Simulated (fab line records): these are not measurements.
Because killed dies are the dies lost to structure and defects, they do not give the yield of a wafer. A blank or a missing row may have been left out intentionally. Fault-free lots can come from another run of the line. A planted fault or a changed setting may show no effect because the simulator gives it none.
fab line records	flow n5Finfet
record: lots: 4	wafers: 12	lastDay: 16
route steps=1938 shown ZERO_LAYER@5 WELL_APT@20 BEOL_M4@1111 PASSIVATION@1936
lots with no fault: from the same line, run without faults
startH: the number of hours between the record's first day and the start of the first shown wafer of the lot	waitH: hours elapsed since this lot's preceding step	" repeats the value in the row above	L1.1+2: several wafers, shown together as one row	- no value present, or no start provided	* or withheld: withheld	< > ~ a bound
route shown NAME@n: NAME is a module with steps in the file, n the number in the route of the first one	usual: mean/standard deviation taken from wafers without a fault	same: alike in all rows	chamber/n: place in a boat	sites: per-site readings	_std_site: their standard deviation	_edge_site: the outer-site mean with the inner-site mean subtracted	radiusMm: how far each site lies from the wafer's centre	mask NAME#n: copy n	behind: the last tool/chamber to shape the wafer	hold: the reason the lot was held/the length of the hold in hours/how it ended	device: which transistor (n, p or np) failed to switch	end of line: the tests these same wafers got at the end of their route	a step with no rows: only its recipe	killed: at the first sort, the dies lost to defects and structure; wafer yield is something else	map: per-die view of a wafer (x killed, . not killed, _ where there is no die)
set.NAME: the run value of the setting; set.NAME@STEP: its run value at that earlier step	model.NAME: the simulator's own value behind a step, which no gauge read
lots at selected steps of the route; one table per step, one row per wafer
services: the hour from which a tool's chamber was out of use, counted from the record's first day as startH (under 0 if before that day), plus the number of hours and why
== steps ==
step: N5_ZERO_LAYER_HMDS_04
recipe: timeS: 60	tempC: 120
step: N5_ZERO_LAYER_COAT_05
recipe: spinRpm: 1500	resistThkNm: 1000
step: N5_ZERO_LAYER_EBR_07
recipe: solvent: PGMEA	ebrWidthMm: 1.5
step: N5_ZERO_LAYER_SOFTBAKE_06
recipe: tempC: 100	timeS: 90
step: N5_ZERO_LAYER_EXPOSE_08
recipe: maskId: ZERO	na: 0.55	sourceShape: conventional	sigmaOuter: 0.8	polarization: unpolarized	defocusNm: 0	targetCdNm: 2000	doseMj: 16.2
step: N5_ZERO_LAYER_PEB_09
recipe: pebTempC: withheld	pebTimeS: *
step: N5_ZERO_LAYER_DEVELOP_10
recipe: developTimeS: 60	rinseLiquid: diw	dry: airSpin	devTempC: 21
step: N5_ZERO_LAYER_HARDBAKE_23
recipe: tempC: 130	timeS: 120
step: N5_ZERO_LAYER_DESCUM_16
recipe: chemistry: O2	timeS: 7.9	sourcePowerW: 50	biasPowerW: 20	pressureMtorr: 20	rfFrequencyHz: 2.712e+07	tempC: 40	o2FlowSccm: 225
step: N5_ZERO_LAYER_ETCH_17
recipe: chemistry: CF4	target: SiO2	targetDepthA: 120	timeS: 13.3	ionEnergyEv: 350	pressureMtorr: 40	sourceW: 450	biasW: 215	Ar_flow_sccm: 100	cf4FlowSccm: 100
step: N5_ZERO_LAYER_ETCH_18
recipe: chemistry: HBr/Cl2	target: Si	targetDepthA: 1200	timeS: 40	pressureMtorr: 10	icpW: 800	biasW: 75	HBr_flow_sccm: 150	Cl2_flow_sccm: 80
step: N5_ZERO_LAYER_STRIP_24
recipe: chemistry: O2	powerW: 1000	tempC: 250	overashFraction: 0.3	pressureMtorr: 1000	o2FlowSccm: 6750
usual: drypumpMotorCurrentA: 5.9/0.35	heaterPowerW: 371/19	o2FlowSccm: 6748/17	oesProductAu: 0.647/0.0044	stripTimeToEndpointS: 43.85/0.1
lot.wafer	tool	chamber	startH	waitH	drypumpMotorCurrentA	heaterPowerW	o2FlowSccm	oesProductAu	rfHoursCounterH	stripTimeToEndpointS
L598.1	plasmaAsher-01	0	43.04	0.1	5.8	357	6781	0.653	95	43.85
L598.2	"	1	"	"	5.9	391	6745	0.646	95	43.71
L598.6	"	0	"	"	5.8	357	6751	0.651	-	43.76
L606.1	plasmaAsher-01	0	91.07	0.1	5.7	359	6742	0.650	105	43.98
L606.3	"	1	"	"	5.9	388	6741	0.652	-	44.01
L606.6	"	0	"	"	5.8	371	6743	0.653	-	43.99
L609.2	plasmaAsher-01	0	109.22	0.1	5.8	355	6731	0.640	109	43.91
L609.3	"	0	"	"	5.8	353	6738	0.647	-	44.06
L609.6	"	0	"	"	5.8	352	6752	0.648	-	43.93
L610.1	plasmaAsher-02	0	115.17	0.1	5.7	347	6771	0.644	32	43.86
L610.2	"	1	"	"	6.7	372	6766	0.653	32	43.86
L610.6	"	1	"	"	6.7	370	6751	0.649	-	43.83
step: N5_ZERO_LAYER_STRIP_19
recipe: chemistry: SPM	timeS: 900	tempC: 130	h2so4H2o2VolRatio: 4	dry: ipaMarangoni
step: N5_ZERO_LAYER_INSPECT_20
recipe: inspectInstrument: darkfield	mode: postClean
usual: rawDefectCount: 39/18
lot.wafer	tool	chamber	startH	waitH	rawDefectCount
L598.1	defectInspect-01	-	43.45	0.0	33
L598.2	"	-	"	"	20
L598.6	"	-	"	"	33
L606.1	defectInspect-02	-	91.48	0.0	452
L606.3	"	-	"	"	83
L606.6	"	-	"	"	437
L609.2	defectInspect-01	-	109.59	0.0	439
L609.3	"	-	"	"	435
L609.6	"	-	"	"	426
L610.1	defectInspect-02	-	115.55	0.0	66
L610.2	"	-	"	"	58
L610.6	"	-	"	"	83
step: N5_WELL_APT_HMDS_01
recipe: timeS: 60	tempC: 120
step: N5_WELL_APT_COAT_02
recipe: spinRpm: 1357	resistThkNm: 950
step: N5_WELL_APT_EBR_04
recipe: solvent: PGMEA	ebrWidthMm: 1.5
step: N5_WELL_APT_SOFTBAKE_03
recipe: tempC: 130	timeS: 60
step: N5_WELL_APT_EXPOSE_05
recipe: maskId: NWELL	na: 0.8	sourceShape: conventional	sigmaOuter: 0.8	polarization: unpolarized	defocusNm: 0	targetCdNm: 200	doseMj: 20.3
step: N5_WELL_APT_PEB_06
recipe: pebTempC: 130	pebTimeS: 90
step: N5_WELL_APT_DEVELOP_07
recipe: developTimeS: 45	rinseLiquid: surfactantRinse	dry: airSpin	devTempC: 21
step: N5_WELL_APT_HARDBAKE_12
recipe: tempC: 130	timeS: 120
step: N5_WELL_APT_INSPECT_10
recipe: mode: adi	inspectInstrument: macro
usual: rawDefectCount: 2.1/1.5
lot.wafer	tool	chamber	startH	waitH	rawDefectCount
L598.1	defectInspect-01	-	43.93	0.0	2
L598.2	"	-	"	"	4
L598.6	"	-	"	"	2
L606.1	defectInspect-01	-	91.83	0.0	>300
L606.3	"	-	"	"	2
L606.6	"	-	"	"	>300
L609.2	defectInspect-01	-	110.07	0.0	>300
L609.3	"	-	"	"	>300
L609.6	"	-	"	"	>300
L610.1	defectInspect-01	-	115.91	0.0	1
L610.2	"	-	"	"	0
L610.6	"	-	"	"	4
step: N5_WELL_APT_DESCUM_13
recipe: chemistry: O2	timeS: 7.9	sourcePowerW: 50	biasPowerW: 20	pressureMtorr: 20	rfFrequencyHz: 2.712e+07	tempC: 40	o2FlowSccm: 225
step: N5_WELL_APT_IMPLANT_14
recipe: species: P	energyKev: 160	doseCm2: 1.5e+13	tiltDeg: 0	rotationDeg: 0
step: N5_WELL_APT_IMPLANT_15
recipe: species: As	energyKev: 25	doseCm2: 1.5e+13	tiltDeg: 0	rotationDeg: 0
step: N5_WELL_APT_STRIP_16
recipe: chemistry: SPM	timeS: 900	tempC: 130	h2so4H2o2VolRatio: 4	dry: ipaMarangoni
step: N5_WELL_APT_HMDS_18
recipe: timeS: 60	tempC: 120
step: N5_WELL_APT_COAT_19
recipe: spinRpm: 1357	resistThkNm: 950
step: N5_WELL_APT_EBR_21
recipe: solvent: PGMEA	ebrWidthMm: 1.5
step: N5_WELL_APT_SOFTBAKE_20
recipe: tempC: 130	timeS: 60
step: N5_WELL_APT_EXPOSE_22
recipe: maskId: PWELL	na: 0.8	sourceShape: conventional	sigmaOuter: 0.8	polarization: unpolarized	defocusNm: 0	targetCdNm: 200	doseMj: 23.2
step: N5_WELL_APT_PEB_23
recipe: pebTempC: 130	pebTimeS: 90
step: N5_WELL_APT_DEVELOP_24
recipe: developTimeS: 45	rinseLiquid: surfactantRinse	dry: airSpin	devTempC: 21
step: N5_WELL_APT_HARDBAKE_29
recipe: tempC: 130	timeS: 120
step: N5_WELL_APT_INSPECT_27
recipe: mode: adi	inspectInstrument: macro
usual: rawDefectCount: 2.0/1.4
lot.wafer	tool	chamber	startH	waitH	rawDefectCount
L598.1	defectInspect-02	-	45.07	0.0	1
L598.2	"	-	"	"	0
L598.6	"	-	"	"	1
L606.1	defectInspect-01	-	93.10	0.0	>300
L606.3	"	-	"	"	2
L606.6	"	-	"	"	>300
L609.2	defectInspect-02	-	111.31	0.0	>300
L609.3	"	-	"	"	>300
L609.6	"	-	"	"	>300
L610.1	defectInspect-02	-	117.21	0.0	5
L610.2	"	-	"	"	2
L610.6	"	-	"	"	2
step: N5_WELL_APT_DESCUM_30
recipe: chemistry: O2	timeS: 7.9	sourcePowerW: 50	biasPowerW: 20	pressureMtorr: 20	rfFrequencyHz: 2.712e+07	tempC: 40	o2FlowSccm: 225
step: N5_WELL_APT_INSPECT_38
recipe: inspectInstrument: darkfield	mode: postEpi
usual: rawDefectCount: 14/6
lot.wafer	tool	chamber	startH	waitH	rawDefectCount
L598.1	defectInspect-01	-	46.78	0.5	21
L598.2	"	-	"	"	15
L598.6	"	-	"	"	27
L606.1	defectInspect-02	-	94.78	0.5	419
L606.3	"	-	"	"	5
L606.6	"	-	"	"	413
L609.2	defectInspect-01	-	113.52	0.6	404
L609.3	"	-	"	"	389
L609.6	"	-	"	"	396
L610.1	defectInspect-01	-	118.96	0.5	15
L610.2	"	-	"	"	10
L610.6	"	-	"	"	12
step: N5_BEOL_M4_RC_MEAS_101
usual: DIBL_N: 36.2/1.7	DIBL_P: 36.6/1.9	IOFF_N: 0.16/0.032	IOFF_P: 0.21/0.037	ION_N: 675/12	ION_P: 460/8.1	SS_N: 71.4/0.58	SS_P: 73.4/0.64	VT_N: 249/3.2	VT_P: -252/3.4
lot.wafer	tool	chamber	startH	waitH	DIBL_N[mV/V]	DIBL_P[mV/V]	IOFF_N[nA/um]	IOFF_P[nA/um]	ION_N[uA/um]	ION_P[uA/um]	SS_N[mV/dec]	SS_P[mV/dec]	VT_N[mV]	VT_P[mV]
L598.1	prober-02	0	194.21	0.0	37.8	37.4	0.18	0.20	667	459	72.2	73.2	250	-251
L598.2	"	0	"	"	34.2	34.7	0.13	0.17	666	459	70.6	72.6	253	-253
L598.6	"	0	"	"	37.5	37.7	0.18	0.21	678	462	71.9	73.4	250	-248
L606.1	prober-02	0	244.98	0.0	34.8	34.8	0.15	0.17	681	457	71.2	72.9	252	-255
L606.3	"	0	"	"	38.0	38.2	0.19	0.22	661	451	72.0	73.9	247	-250
L606.6	"	0	"	"	35.5	35.0	0.15	0.17	661	447	71.5	72.6	250	-256
L610.1	prober-02	0	263.78	0.0	35.0	36.4	0.14	0.19	678	462	71.9	73.1	252	-253
L610.2	"	0	"	"	36.7	37.1	0.16	0.20	683	464	71.8	73.5	247	-254
L610.6	"	0	"	"	35.1	35.6	0.14	0.17	674	461	71.2	72.6	250	-254
L609.2	prober-01	0	265.67	0.2	35.0	33.8	0.13	0.16	653	445	70.6	72.8	253	-257
L609.3	"	0	"	"	33.0	32.7	0.12	0.15	658	450	71.1	73.0	255	-255
L609.6	"	0	"	"	35.0	34.3	0.14	0.17	654	444	70.7	72.9	254	-255
step: N5_PASSIVATION_PROBE_49
usual: defectLimitedYield: 91.3/1.5	killed_at_M0_to_M3: 35/10	killed_at_M4_up: 12/4.6	killedAtContacts: 13/6.6	killedAtFrontEnd: 39/11	killedAtOther: 4/3.4	killedDies: 103/17	killedOnRim: 14/4.1	killedOpen: 67/13	killedShort: 35/8.2	sort_bin_5_function: 5.1/0.94	sort_bin_6_memory: 3.2/0.7	sortNPass: 1077/17	sortYieldPct: 91.3/1.5
same: grossDies: 1180	killedAtBackSide: 0	sort_bin_4_leakage[%]: 0	sort_bin_8_speed[%]: 0
lot.wafer	tool	chamber	startH	waitH	defectLimitedYield[%]	killed_at_M0_to_M3	killed_at_M4_up	killedAtContacts	killedAtFrontEnd	killedAtOther	killedDies	killedOnRim	killedOpen	killedShort	sort_bin_5_function[%]	sort_bin_6_memory[%]	sortNPass	sortYieldPct[%]
L598.1	prober-01	-	296.80	0.0	89.7	51	14	11	43	3	122	15	80	42	6.3	4.0	1058	89.7
L598.2	prober-01	-	296.85	0.1	91.4	33	11	8	42	7	101	18	58	42	5.2	3.1	1079	91.4
L598.6	prober-01	-	297.05	0.3	88.6	43	14	16	52	10	135	18	82	51	7.1	4.0	1045	88.6
L606.1	prober-01	-	342.96	0.0	85.6	23	16	3	121	7	170	26	56	33	9.4	3.1	1010	85.6
L606.6	prober-01	-	343.21	0.3	86.9	32	3	7	108	5	155	32	46	25	8.1	3.6	1025	86.9
L609.2	prober-01	-	373.73	0.1	86.6	21	8	5	120	4	158	26	50	19	8.5	3.6	1022	86.6
L609.3	prober-01	-	373.78	0.1	84.6	17	22	10	130	3	182	30	70	33	10.5	3.4	998	84.6
L609.6	prober-01	-	373.93	0.3	85.0	47	6	6	116	2	177	28	60	35	9.3	3.3	1003	85.0
killed by level:class
L598.1 STI_FIN_REVEAL:geometricParticle:open=18 FIN_SAQP:geometricParticle:short=13 BEOL_M1:geometricParticle:open=9 BEOL_M0_SAQP:geometricParticle:open=9 BEOL_M2:geometricParticle:open=9 MOL_CONTACT_COAG:geometricParticle:open=8 BEOL_M0_SAQP:geometricParticle:short=7 FIN_SAQP:geometricParticle:open=6
L598.2 STI_FIN_REVEAL:geometricParticle:open=16 BEOL_M0_SAQP:geometricParticle:short=7 BEOL_M1:geometricParticle:open=7 FIN_SAQP:geometricParticle:short=6 BEOL_M0_SAQP:geometricParticle:open=6 MOL_CONTACT_COAG:geometricParticle:open=5 BEOL_M2:geometricParticle:open=5 BEOL_M1:geometricParticle:short=4
L598.6 BEOL_M0_SAQP:geometricParticle:short=17 FIN_SAQP:geometricParticle:short=16 MOL_CONTACT_COAG:geometricParticle:open=14 STI_FIN_REVEAL:geometricParticle:open=12 BEOL_M0_SAQP:geometricParticle:open=10 FIN_SAQP:geometricParticle:open=8 MIM_TOP:geometricParticle:open=8 BEOL_M1:geometricParticle:open=7
L606.1 ZERO_LAYER:unspecified=81 FIN_SAQP:geometricParticle:short=12 FIN_SAQP:geometricParticle:open=8 BEOL_M0:geometricParticle:open=6 BEOL_M2:geometricParticle:open=6 DUMMY_GATE:geometricParticle:open=4 BEOL_M1:geometricParticle:open=4 STARTING-WAFER:geometricParticle:open=3
L606.6 ZERO_LAYER:unspecified=83 BEOL_M2:geometricParticle:open=14 FIN_SAQP:geometricParticle:short=7 MOL_CONTACT_COAG:geometricParticle:open=5 DUMMY_GATE:geometricParticle:open=4 BEOL_M0_SAQP:geometricParticle:open=4 STI_FIN_REVEAL:geometricParticle:open=3 BEOL_M0:geometricParticle:open=3
L609.2 ZERO_LAYER:unspecified=89 STI_FIN_REVEAL:geometricParticle:open=10 FIN_SAQP:geometricParticle:open=9 BEOL_M0_SAQP:geometricParticle:open=8 BEOL_M0_SAQP:geometricParticle:short=7 MOL_CONTACT_COAG:geometricParticle:open=5 FIN_SAQP:geometricParticle:short=4 DUMMY_GATE:geometricParticle:open=3
L609.3 ZERO_LAYER:unspecified=76 STI_FIN_REVEAL:geometricParticle:open=18 MOL_CONTACT_COAG:geometricParticle:open=7 BEOL_M4:geometricParticle:open=7 BEOL_M0_SAQP:geometricParticle:short=5 STARTING-WAFER:geometricParticle:short=5 FIN_SAQP:geometricParticle:open=4 STI_FIN_REVEAL:geometricParticle:short=4
L609.6 ZERO_LAYER:unspecified=81 BEOL_M0_SAQP:geometricParticle:short=20 BEOL_M0_SAQP:geometricParticle:open=18 FIN_SAQP:geometricParticle:open=11 STI_FIN_REVEAL:geometricParticle:open=6 MOL_CONTACT_COAG:geometricParticle:open=5 ILD0:geometricParticle:open=3 GATE_CUT:geometricParticle:short=3
map L606.1 (x killed, . not)
_________________.x.....x...x________________
______________........x........._____________
___________..............x....x..x.__________
__________...x.......x......x......._________
________....x......................x.._______
_______..............x.............x...______
______x.................x.....x........._____
_____...............................x.x..____
____.............xx....x......x.......xx..___
___.......x.x..................x.......x...__
___........................................__
__..............................x...x......._
__...........x......x..............x.......x_
_...........x.......x.................xx.....
_.........x....x.............................
_.......x...............x............x....x..
_.........x......x............x........x.....
_x.................x..........x..............
_.............x...x....x..x........x....x....
_.........x..........x....x..................
_.x........x...........x...............x...xx
__........x................x................_
__..............................x....x..x..._
___..x...........x........x........x.......__
___...x.......................x.....x......__
____............xx........................___
_____....x....xxxx.xxxx.x........x.......____
______....xxxxxxxxxxxx.................._____
_______.....xxxxxxxxxx.................______
________...xxxxxxxxxxxx.x.......x....._______
__________.xxxxxxxxxxx.......x..x..._________
___________xxxxxxxxxxxxx........x..__________
______________xxxxxxxx.xx......._____________
_________________xxxx......x.________________
map L609.3 (x killed, . not)
_________________.......x...x________________
______________...........x......_____________
___________...........x...x........__________
__________............x............._________
________x..x...x..xxxx...............x_______
_______................................______
______.................................._____
_____x........xx.........................____
____...x....x......x.x..................x.___
___..............x.x............x.x........__
___x.x.......x................x............__
__.....x....x....x....x......x..x..........._
__...x......x...xx.x....x..........x..x....._
_................x.x..x....x.x.........xx....
_........................x...x...x...x...x...
_............................................
_...........x......................x.........
_..x.....x.........x...x...............x.....
_......x.......x.................x........x..
_......................x..................x..
_...x...x........x.............x...........xx
__..xx..............x....x..........x......x_
__....................x.....x.....x........._
___........................................__
___.............x..................x.......__
____..xx.....x.xx.........................___
_____x.x.xx.x.xxx.xx.............x...x...____
______.....xxxxxx.x........x.......x...._____
_______x.x.xxxxxxxxxxx..x............x.______
________x.xxxxxxxxxxxxx..x............_______
__________.xxxxxxxxxx...x..........._________
___________xxxxxxxxxx.xxx..........__________
______________xxxxxxxxx...x....._____________
_________________xxxxx...x...________________
== services ==
tool	chamber	startH	hours	kind
plasmaAsher-02	-	75.13	2.3	repair
== key ==
firstSign: step: N5_ZERO_LAYER_INSPECT_20	reading: rawDefectCount	direction: up	sigmas: 22	usual: 39	struck: 438
effect: step: N5_WELL_APT_INSPECT_10	reading: rawDefectCount	direction: up	sigmas: 99+	usual: 2.1	struck: >300
effect: step: N5_WELL_APT_INSPECT_27	reading: rawDefectCount	direction: up	sigmas: 99+	usual: 2.0	struck: >300
effect: step: N5_WELL_APT_INSPECT_38	reading: rawDefectCount	direction: up	sigmas: 65	usual: 14	struck: 404
effect: step: N5_PASSIVATION_PROBE_49	reading: killedAtFrontEnd	direction: up	sigmas: 6.9	usual: 39	struck: 119
moreKillsBornAt: N5_ZERO_LAYER_STRIP_24@plasmaAsher-01: 410
metAt N5_ZERO_LAYER_STRIP_24
struckWafers L606.1,L606.6,L609.2,L609.3,L609.6
onsetBetween 43.04 91.07
fault: kind: chamberParticleSource	tool: plasmaAsher-01	chamber: 0	onsetH: 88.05	steps: N5_ZERO_LAYER_STRIP_24	ratePerVisitCm2: 0.61051	endH: 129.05
